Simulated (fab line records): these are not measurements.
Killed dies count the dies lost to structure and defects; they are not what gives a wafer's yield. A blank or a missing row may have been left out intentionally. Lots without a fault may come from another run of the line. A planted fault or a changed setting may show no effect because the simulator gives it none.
Which tool is to blame? ; flow n5-finfet ; 24 lots with 72 wafers sampled at 4 steps, on a route of 1938 steps

## WHAT EACH GAUGE READ, for each wafer
N5_WELL_APT_INSPECT_10: inspects for defects (macro). Usual: raw-defect-count at 2.1, with a standard deviation of 1.3.
lot;measured;on;raw-defect-count;flag
L074;day 1 13:52;defect-inspect-02;3 2 2;
L075;day 1 19:47;defect-inspect-01;0 2 2;
L076;day 2 01:58;defect-inspect-02;4 1 2;
L077;day 2 07:47;defect-inspect-01;1 1 3;
L078;day 2 13:44;defect-inspect-01;3 2 4;
L079;day 2 20:04;defect-inspect-01;0 1 1;
L080;day 3 01:44;defect-inspect-02;1 0 3;
L081;day 3 08:08;defect-inspect-02;3 2 3;
L082;day 3 13:42;defect-inspect-02;4 2 3;
L083;day 3 20:12;defect-inspect-01;1 2 2;
L084;day 4 02:02;defect-inspect-02;1 0 2;
L085;day 4 07:46;defect-inspect-01;0 2 6;
L086;day 4 13:47;defect-inspect-02;1 2 1;
L087;day 4 19:44;defect-inspect-01;2 3 4;
L088;day 5 01:52;defect-inspect-02;0 4 3;
L089;day 5 07:38;defect-inspect-01;1 1 6;
L090;day 5 14:04;defect-inspect-02;0 2 2;
L091;day 5 19:40;defect-inspect-01;3 3 5;
L092;day 6 01:58;defect-inspect-01;1 1 2;
L093;day 6 07:49;defect-inspect-01;3 4 0;
L094;day 6 13:54;defect-inspect-01;1 1 3;
L095;day 6 20:14;defect-inspect-02;3 2 3;
L096;day 7 01:38;defect-inspect-02;2 0 3;
L097;day 7 07:52;defect-inspect-01;3 2 3;

N5_FIN_SAQP_THK_MEAS_07. Usual: thk-nm at 59.9 nm, with a standard deviation of 0.78.
lot;measured;on;thk-nm (nm);flag
L074;day 1 21:07;film-metro-02;60.4 59.0 59.7;
L075;day 2 03:55;film-metro-01;59.2 60.3 60.6;
L076;day 2 10:38;film-metro-01;60.0 61.5 60.5;
L077;day 2 15:23;film-metro-01;58.6 60.7 59.8;
L078;day 2 21:26;film-metro-02;58.9 59.4 60.2;
L079;day 3 03:23;film-metro-02;58.1 59.2 59.6;
L080;day 3 10:00;film-metro-02;58.3 60.3 61.2;
L081;day 3 15:41;film-metro-02;61.1 61.0 60.2;
L082;day 3 21:43;film-metro-01;59.5 58.9 59.6;
L083;day 4 04:55;film-metro-02;60.7 62.0 61.1;
L084;day 4 10:08;film-metro-02;60.1 60.2 60.6;
L085;day 4 15:54;film-metro-01;59.5 60.0 60.3;
L086;day 4 20:54;film-metro-02;59.8 59.4 61.1;
L087;day 5 04:23;film-metro-01;59.7 59.0 61.4;
L088;day 5 08:57;film-metro-02;59.9 60.9 60.7;
L089;day 5 14:35;film-metro-02;60.4 60.2 59.6;
L090;day 5 21:03;film-metro-02;60.1 59.3 60.2;
L091;day 6 02:51;film-metro-02;60.0 59.4 59.8;
L092;day 6 09:00;film-metro-02;59.2 59.5 60.0;
L093;day 6 15:13;film-metro-01;59.0 60.5 59.9;
L094;day 6 20:59;film-metro-01;58.5 59.7 59.9;
L095;day 7 03:37;film-metro-02;59.6 60.8 60.3;
L096;day 7 09:01;film-metro-01;59.6 59.5 60.6;
L097;day 7 15:43;film-metro-01;60.2 61.8 60.5;

## EACH LOT AND THE TOOL THAT RAN IT (in order: tool; ch and the chambers of the sampled wafers; start)
lot;N5_WELL_APT_DESCUM_30;N5_FIN_SAQP_HM_DEP_03
L074;rie-diel-01 ch 0,1, day 1 15:10;pecvd-03 ch 0,2, day 1 20:49
L075;rie-diel-01 ch 1,2,3, day 1 21:16;pecvd-01 ch 0,2, day 2 03:32
L076;rie-diel-01 ch 0,2, day 2 03:15;pecvd-03 ch 0,1, day 2 10:20
L077;rie-diel-04 ch 0,1,2, day 2 09:16;pecvd-02 ch 1,2, day 2 15:02
L078;rie-diel-01 ch 0,2,3, day 2 14:55;pecvd-01 ch 0,1,2, day 2 21:08
L079;rie-diel-03 ch 0,1,2, day 2 21:23;pecvd-01 ch 0,1, day 3 03:05
L080;rie-diel-03 ch 0,3, day 3 03:32;pecvd-03 ch 0,1,2, day 3 09:42
L081;rie-diel-04 ch 1,2,3, day 3 09:27;pecvd-01 ch 0,1, day 3 15:23
L082;rie-diel-01 ch 0,2,3, day 3 15:35;pecvd-01 ch 0,1, day 3 21:26
L083;rie-diel-03 ch 1,2, day 3 21:44;pecvd-01 ch 0,1,2, day 4 04:37
L084;rie-diel-03 ch 0,1,2, day 4 03:19;pecvd-01 ch 0,1,2, day 4 09:52
L085;rie-diel-04 ch 0,2, day 4 08:55;pecvd-01 ch 0,1,2, day 4 15:36
L086;rie-diel-01 ch 0,1, day 4 15:07;pecvd-03 ch 1,2, day 4 20:37
L087;rie-diel-01 ch 0,2, day 4 20:58;pecvd-03 ch 1,2, day 5 04:05
L088;rie-diel-04 ch 0,1,3, day 5 03:01;pecvd-02 ch 0,1, day 5 08:40
L089;rie-diel-04 ch 1,2,3, day 5 08:50;pecvd-01 ch 0,2, day 5 14:18
L090;rie-diel-03 ch 0,1,3, day 5 15:16;pecvd-03 ch 0,1, day 5 20:46
L091;rie-diel-03 ch 1,3, day 5 20:56;pecvd-01 ch 0,1, day 6 02:34
L092;rie-diel-04 ch 0,1,2, day 6 03:20;pecvd-01 ch 0,1,2, day 6 08:43
L093;rie-diel-01 ch 1,2,3, day 6 09:06;pecvd-03 ch 0,1, day 6 14:56
L094;rie-diel-01 ch 1,2,3, day 6 15:08;pecvd-01 ch 0,1, day 6 20:41
L095;rie-diel-01 ch 0,1,2, day 6 21:29;pecvd-02 ch 0,1, day 7 03:19
L096;rie-diel-03 ch 1,3, day 7 02:55;pecvd-01 ch 0,2, day 7 08:44
L097;rie-diel-03 ch 1,2, day 7 09:22;pecvd-01 ch 1,2, day 7 15:25
- N5_WELL_APT_DESCUM_30: chemistry O2, time 7.9 s.
- N5_FIN_SAQP_HM_DEP_03: deposits SiNx from SiH4/NH3/N2, target thk 38 nm, time 33.6 s.

## WHAT THE TOOLS THEMSELVES READ (means of the sampled wafers that have a number; where no wafer has one, the mark that the record gives instead)
N5_WELL_APT_DESCUM_30. Usual: chamber-pressure-mTorr 19.996 mTorr, standard deviation 0.021; drypump-motor-current-A 5.54 A, standard deviation 0.27; oes-product-au 0.75 a.u., standard deviation 0.081; rf-vpp-V 243.0 V, standard deviation 1.3; showerhead-plenum-p-Torr 2.08 Torr, standard deviation 0.074; throttle-valve-pct 20.37 %, standard deviation 0.19.
lot;tool;chamber-pressure-mTorr (mTorr);drypump-motor-current-A (A);oes-product-au (a.u.);rf-vpp-V (V);showerhead-plenum-p-Torr (Torr);throttle-valve-pct (%);flag
L074;rie-diel-01;19.987;5.53;0.74;242.8;2.06;20.31;
L075;rie-diel-01;19.992;5.55;0.73;242.4;2.02;20.38;
L076;rie-diel-01;19.999;5.48;0.76;243.9;2.11;20.32;
L077;rie-diel-04;19.996;5.61;0.74;243.2;2.05;20.27;
L078;rie-diel-01;20.014;5.44;0.73;243.1;2.07;20.38;
L079;rie-diel-03;19.999;5.53;0.71;243.6;2.10;20.51;
L080;rie-diel-03;19.973;5.57;0.88;243.0;2.16;20.38;
L081;rie-diel-04;19.998;5.51;0.75;241.8;2.05;20.25;
L082;rie-diel-01;19.990;5.44;0.73;243.0;2.07;20.38;
L083;rie-diel-03;20.005;5.54;0.69;242.8;2.11;20.70;
L084;rie-diel-03;20.003;5.54;0.69;243.8;2.10;20.52;
L085;rie-diel-04;20.004;5.44;0.72;242.3;2.07;20.30;
L086;rie-diel-01;19.991;5.43;0.72;243.6;2.11;20.34;
L087;rie-diel-01;19.977;5.62;0.75;242.7;2.05;20.40;
L088;rie-diel-04;19.992;5.55;0.75;242.8;2.05;20.30;
L089;rie-diel-04;20.007;5.50;0.73;242.7;2.05;20.28;
L090;rie-diel-03;19.987;5.71;0.76;243.5;2.15;20.43;
L091;rie-diel-03;19.985;5.56;0.81;244.6;2.16;20.60;
L092;rie-diel-04;19.982;5.61;0.72;242.9;2.04;20.31;
L093;rie-diel-01;19.995;5.56;0.79;242.4;2.00;20.31;
L094;rie-diel-01;19.997;5.56;0.78;242.0;2.00;20.32;
L095;rie-diel-01;19.982;5.58;0.71;242.5;2.05;20.40;
L096;rie-diel-03;19.998;5.56;0.80;243.5;2.16;20.61;
L097;rie-diel-03;20.010;5.54;0.76;244.4;2.19;20.60;

N5_FIN_SAQP_HM_DEP_03. Usual: heater-power-w 825 W, standard deviation 84; showerhead-plenum-p-Torr 5.14 Torr, standard deviation 0.036; throttle-valve-pct 40.4 %, standard deviation 2.7.
lot;tool;heater-power-w (W);showerhead-plenum-p-Torr (Torr);throttle-valve-pct (%);flag
L074;pecvd-03;758;5.13;39.9;
L075;pecvd-01;871;5.12;37.9;
L076;pecvd-03;834;5.14;41.6;
L077;pecvd-02;704;5.10;39.6;
L078;pecvd-01;852;5.15;40.6;
L079;pecvd-01;827;5.14;40.6;
L080;pecvd-03;863;5.14;40.1;
L081;pecvd-01;818;5.14;40.5;
L082;pecvd-01;876;5.14;40.6;
L083;pecvd-01;855;5.15;40.5;
L084;pecvd-01;867;5.15;40.7;
L085;pecvd-01;867;5.15;40.6;
L086;pecvd-03;869;5.16;39.8;
L087;pecvd-03;893;5.17;39.5;
L088;pecvd-02;729;5.12;39.4;
L089;pecvd-01;899;5.13;38.4;
L090;pecvd-03;696;5.11;40.6;
L091;pecvd-01;802;5.17;42.9;
L092;pecvd-01;898;5.15;40.6;
L093;pecvd-03;811;5.13;41.6;
L094;pecvd-01;851;5.16;42.8;
L095;pecvd-02;699;5.12;40.1;
L096;pecvd-01;780;5.12;38.5;
L097;pecvd-01;839;5.17;40.8;

## THE ANSWER, worked out from the rows above alone
Rule: a lot counts as off when the mean over its wafers that have a number is more than 3 standard deviations away from the usual mean. Also off: a lot with no number at a reading for which 4 or more lots have one. Where the step has rows for the other lots, those lots are counted as sound. Order of review: gauges by route order, followed by the tools' own readings, for which a lot's mean as printed above is used. At the first step where some lot is off, the reading lying furthest off is the one used; lots without a number count as furthest.
Nothing can be told from this: no lot is off at any reading shown.

## WHAT WAS PUT IN BY THE SIMULATOR
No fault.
